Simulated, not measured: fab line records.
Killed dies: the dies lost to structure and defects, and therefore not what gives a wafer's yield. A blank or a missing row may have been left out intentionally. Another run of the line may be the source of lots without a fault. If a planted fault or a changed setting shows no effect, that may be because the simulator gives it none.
Split-lot experiment :: flow n5-finfet :: 21 wafers read across 7 lots, on a route 1938 steps long

ON THE SPLIT
At N5_BEOL_M0_SAQP_PEB_12 (peb time 60 s), the setting peb-time-s was moved away from the recipe's 60 s on 6 of the 21 wafers read, by -21.6% to +18.1%. For the rest of the wafers, this setting stayed at what the recipe calls for.

FROM SPLIT TO READING: 1 step shown by the file between the two
- N5_BEOL_M0_SAQP_DEVELOP_13: develop time 30 s

THE READING
At N5_BEOL_M0_SAQP_CD_MEAS_14: cd-nm in nanometres, against a target cd of 42.5 nm. A value of 42.3 nm with a standard deviation of 0.44 nm is what fault-free wafers of this fab line usually give.

wafer: L075.2
tool, chamber at the split: litho-track-01, 0
peb-time-s as run, s: 60
against the recipe: recipe
cd-nm, nm: 41.8
against lot-mates on the recipe: -

wafer: L075.4
tool, chamber at the split: litho-track-01, 0
peb-time-s as run, s: 70.89
against the recipe: +18.1%
cd-nm, nm: 40.0
against lot-mates on the recipe: -1.8

wafer: L075.5
tool, chamber at the split: litho-track-01, 0
peb-time-s as run, s: 70.89
against the recipe: +18.1%
cd-nm, nm: 40.2
against lot-mates on the recipe: -1.6

wafer: L078.1
tool, chamber at the split: litho-track-02, 0
peb-time-s as run, s: 60
against the recipe: recipe
cd-nm, nm: 42.8
against lot-mates on the recipe: -

wafer: L078.3
tool, chamber at the split: litho-track-02, 0
peb-time-s as run, s: 60
against the recipe: recipe
cd-nm, nm: 42.1
against lot-mates on the recipe: -

wafer: L078.5
tool, chamber at the split: litho-track-02, 0
peb-time-s as run, s: 60
against the recipe: recipe
cd-nm, nm: 42.1
against lot-mates on the recipe: -

wafer: L077.4
tool, chamber at the split: litho-track-02, 0
peb-time-s as run, s: 60
against the recipe: recipe
cd-nm, nm: 42.2
against lot-mates on the recipe: -

wafer: L077.5
tool, chamber at the split: litho-track-02, 0
peb-time-s as run, s: 52.27
against the recipe: -12.9%
cd-nm, nm: 44.1
against lot-mates on the recipe: +1.9

wafer: L077.6
tool, chamber at the split: litho-track-02, 0
peb-time-s as run, s: 60
against the recipe: recipe
cd-nm, nm: 42.3
against lot-mates on the recipe: -

wafer: L081.2
tool, chamber at the split: litho-track-01, 0
peb-time-s as run, s: 60
against the recipe: recipe
cd-nm, nm: 42.3
against lot-mates on the recipe: -

wafer: L081.5
tool, chamber at the split: litho-track-01, 0
peb-time-s as run, s: 60
against the recipe: recipe
cd-nm, nm: 41.9
against lot-mates on the recipe: -

wafer: L081.6
tool, chamber at the split: litho-track-01, 0
peb-time-s as run, s: 65.77
against the recipe: +9.6%
cd-nm, nm: 40.9
against lot-mates on the recipe: -1.2

wafer: L082.1
tool, chamber at the split: litho-track-02, 0
peb-time-s as run, s: 60
against the recipe: recipe
cd-nm, nm: 42.1
against lot-mates on the recipe: -

wafer: L082.4
tool, chamber at the split: litho-track-02, 0
peb-time-s as run, s: 60
against the recipe: recipe
cd-nm, nm: 42.1
against lot-mates on the recipe: -

wafer: L082.5
tool, chamber at the split: litho-track-02, 0
peb-time-s as run, s: 60
against the recipe: recipe
cd-nm, nm: 41.9
against lot-mates on the recipe: -

wafer: L084.2
tool, chamber at the split: litho-track-03, 0
peb-time-s as run, s: 60
against the recipe: recipe
cd-nm, nm: 42.4
against lot-mates on the recipe: -

wafer: L084.3
tool, chamber at the split: litho-track-03, 0
peb-time-s as run, s: 60
against the recipe: recipe
cd-nm, nm: 42.3
against lot-mates on the recipe: -

wafer: L084.6
tool, chamber at the split: litho-track-03, 0
peb-time-s as run, s: 60
against the recipe: recipe
cd-nm, nm: 42.6
against lot-mates on the recipe: -

wafer: L086.1
tool, chamber at the split: litho-track-01, 0
peb-time-s as run, s: 47.02
against the recipe: -21.6%
cd-nm, nm: 46.8
against lot-mates on the recipe: +3.7

wafer: L086.2
tool, chamber at the split: litho-track-01, 0
peb-time-s as run, s: 60
against the recipe: recipe
cd-nm, nm: 43.1
against lot-mates on the recipe: -

wafer: L086.3
tool, chamber at the split: litho-track-01, 0
peb-time-s as run, s: 47.02
against the recipe: -21.6%
cd-nm, nm: 46.2
against lot-mates on the recipe: +3.1

FIT RESULTS
A straight line over all 21 wafers: cd-nm changes by -0.16 nm for each +1% of peb-time-s; r = -0.96; the points scatter about the line by 0.45 nm.
The same after taking each lot's own level away (the mean of its wafers on the recipe; 21 wafers): -0.131 nm for each +1%; r = -0.97; scatter 0.32 nm.
Per that fit: largest peb-time-s move, reading shift of 2.8 nm.
The span of the lots' own levels, 41.80 to 43.10 nm, comes to 3.0 times the standard deviation stated above.
So the lot-to-lot level changes the slope: the two fits differ.
Check: with one of the wafers moved furthest among these (-21.6%) left out of the fit, the line predicts +2.66 nm for it against its lot-mates. It came out at +3.7 nm against them.

ADDITIONAL SPLITS CARRIED BY THESE WAFERS
These wafers also went through other splits before the reading. Each is held against what the fit with the lots' levels taken away leaves over:
other split on the same wafers: N5_HKMG_FIN_PEB_10 peb-time-s
wafers away from the commonest value: 8
r with cd-nm (lot level and that fit taken away): -0.27

other split on the same wafers: N5_MOL_CONTACT_COAG_EXPOSE_05 dose-mj
wafers away from the commonest value: 3
r with cd-nm (lot level and that fit taken away): -0.24

other split on the same wafers: N5_MOL_CONTACT_COAG_ETCH_105 bias-w
wafers away from the commonest value: 11
r with cd-nm (lot level and that fit taken away): -0.21

other split on the same wafers: N5_MOL_CONTACT_COAG_ETCHBACK_135 time-s
wafers away from the commonest value: 8
r with cd-nm (lot level and that fit taken away): -0.30

other split on the same wafers: N5_MOL_CONTACT_COAG_VIA_ETCH_46 bias-w
wafers away from the commonest value: 6
r with cd-nm (lot level and that fit taken away): -0.11

other split on the same wafers: N5_BEOL_M0_SAQP_PECVD_96 time-s
wafers away from the commonest value: 8
r with cd-nm (lot level and that fit taken away): -0.35

FILE'S OWN FIT
cd-nm changes by -0.133 nm for each +1% of peb-time-s, r = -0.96.
